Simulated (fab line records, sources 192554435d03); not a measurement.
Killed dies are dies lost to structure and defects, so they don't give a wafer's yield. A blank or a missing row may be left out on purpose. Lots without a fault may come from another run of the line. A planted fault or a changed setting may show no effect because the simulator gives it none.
Chamber matching | flow n5_finfet | N5_GATE_CUT_CMP_43 on cmp-03: 4 sister chambers
The step polishes SiO2. 24 wafers are shown with their chamber, then 12 later ones without.

WAFERS WITH THEIR CHAMBER
wafer  | chamber | motor_current_A (A)
L076.3 | 0       | 14.2
L076.4 | 3       | 12.7
L076.5 | 0       | 13.8
L076.1 | 2       | 12.3
L076.2 | 1       | 9.6
L076.6 | 1       | 10.2
L078.1 | 2       | 12.2
L078.3 | 3       | 13.0
L078.4 | 1       | 10.6
L081.1 | 0       | 14.3
L081.2 | 1       | 9.6
L081.5 | 0       | 14.5
L085.1 | 1       | 10.0
L085.3 | 2       | 13.0
L085.6 | 3       | 13.2
L086.1 | 2       | 12.0
L086.3 | 1       | 9.7
L086.5 | 2       | 12.5
L086.2 | 0       | 14.6
L086.4 | 3       | 13.4
L086.6 | 3       | 13.0
L087.2 | 3       | 11.9
L087.5 | 3       | 13.2
L087.6 | 0       | 14.8

SIGNATURES (means of the wafers above)
reading         | chamber 0 | chamber 1 | chamber 2 | chamber 3 | scatter within a chamber
motor_current_A | 14.367    | 9.950     | 12.400    | 12.914    | 0.417
Rule: a wafer's distance from a chamber is the root of the sum, over the readings, of the square of ((its reading less the chamber's mean) divided by the reading's scatter). The wafer belongs to the nearest chamber; if the next one is less than 2 further off, it can't be placed. The scatter: the root of (the sum of the squares of (reading less its chamber's mean) over the shown wafers, divided by (wafers less chambers)).

WAFERS WITHOUT THEIR CHAMBER
wafer  | motor_current_A (A)
L087.1 | 10.4
L087.3 | 14.3
L087.4 | 12.1
L089.1 | 14.2
L089.3 | 10.1
L089.6 | 12.7
L093.2 | 12.5
L093.4 | 12.9
L093.6 | 12.8
L093.1 | 14.3
L093.3 | 10.1
L093.5 | 12.8

WHICH CHAMBER EACH WENT THROUGH
wafer  | from the rows above     | in truth
L087.1 | 1                       | 1
L087.3 | 0                       | 0
L087.4 | can't be placed: 2 or 3 | 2
L089.1 | 0                       | 0
L089.3 | 1                       | 1
L089.6 | can't be placed: 3 or 2 | 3
L093.2 | can't be placed: 2 or 3 | 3
L093.4 | can't be placed: 3 or 2 | 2
L093.6 | can't be placed: 3 or 2 | 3
L093.1 | 0                       | 0
L093.3 | 1                       | 1
L093.5 | can't be placed: 3 or 2 | 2
Placed correctly: 6 of 12. Can't be placed from these rows: 6 (the true chamber is among the candidates in 6). Placed wrongly: 0.
